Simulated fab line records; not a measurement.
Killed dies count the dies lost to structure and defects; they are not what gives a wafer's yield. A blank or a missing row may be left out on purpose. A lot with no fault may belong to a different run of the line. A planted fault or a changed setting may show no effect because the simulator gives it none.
Which tool is to blame? ; flow n5_finfet ; Sampling: 6 lots, 18 wafers, 3 of 1938 route steps

## WHAT EACH GAUGE READ, for each wafer
N5_BEOL_M11_INSPECT_58: inspects for defects (darkfield).
lot;measured;on;raw_defect_count
L604;day 10 18:43;defect_inspect-02;81 80 50
L606;day 11 23:30;defect_inspect-01;42 97 79
L609;day 12 11:29;defect_inspect-01;44 61 74
L618;day 14 08:59;defect_inspect-01;60 78 74
L620;day 15 13:38;defect_inspect-02;76 57 48
L624;day 16 04:45;defect_inspect-02;87 66 97

## WHICH TOOL RAN EACH LOT (tool, then ch and the chambers of the sampled wafers, then the start)
lot;N5_BEOL_M11_SPUTTER_48;N5_BEOL_M11_DEP_56
L604;pvd_sputter-02, day 10 17:43;pecvd-04 ch 0,2, day 10 18:37
L606;pvd_sputter-01, day 11 22:15;pecvd-04 ch 0,1, day 11 23:25
L609;pvd_sputter-01, day 12 10:19;pecvd-03 ch 0,1,2, day 12 11:23
L618;pvd_sputter-03, day 14 07:31;pecvd-03 ch 0,1,2, day 14 08:41
L620;pvd_sputter-03, day 15 12:03;pecvd-04 ch 0,1,2, day 15 13:32
L624;pvd_sputter-02, day 16 03:42;pecvd-03 ch 0,2, day 16 04:40
- N5_BEOL_M11_SPUTTER_48: material Cu, target thk 12 nm, time 2 s.
- N5_BEOL_M11_DEP_56: deposits SiCN from 3MS/NH3, target thk 30 nm, time 10.5 s.

## THE ANSWER, worked out from the rows above alone
Rule: what is usual is taken from the lots themselves. The widest of any qualifying gaps counts: lots, ordered by their means at a reading, are off when they make up no more than a third of the lots, leave a main group of 4 or more, and stand apart from it by 3 or more times the standard deviation of that group's means. Not used: any main group whose means are identical at the precision the tables above print for the reading. Also off: a lot with no number at a reading for which 4 or more lots have one. Any other lot the step has rows for is counted as sound.
No lot is off at any reading shown: from this, nothing can be told.

## WHAT THE SIMULATOR HAD PUT IN
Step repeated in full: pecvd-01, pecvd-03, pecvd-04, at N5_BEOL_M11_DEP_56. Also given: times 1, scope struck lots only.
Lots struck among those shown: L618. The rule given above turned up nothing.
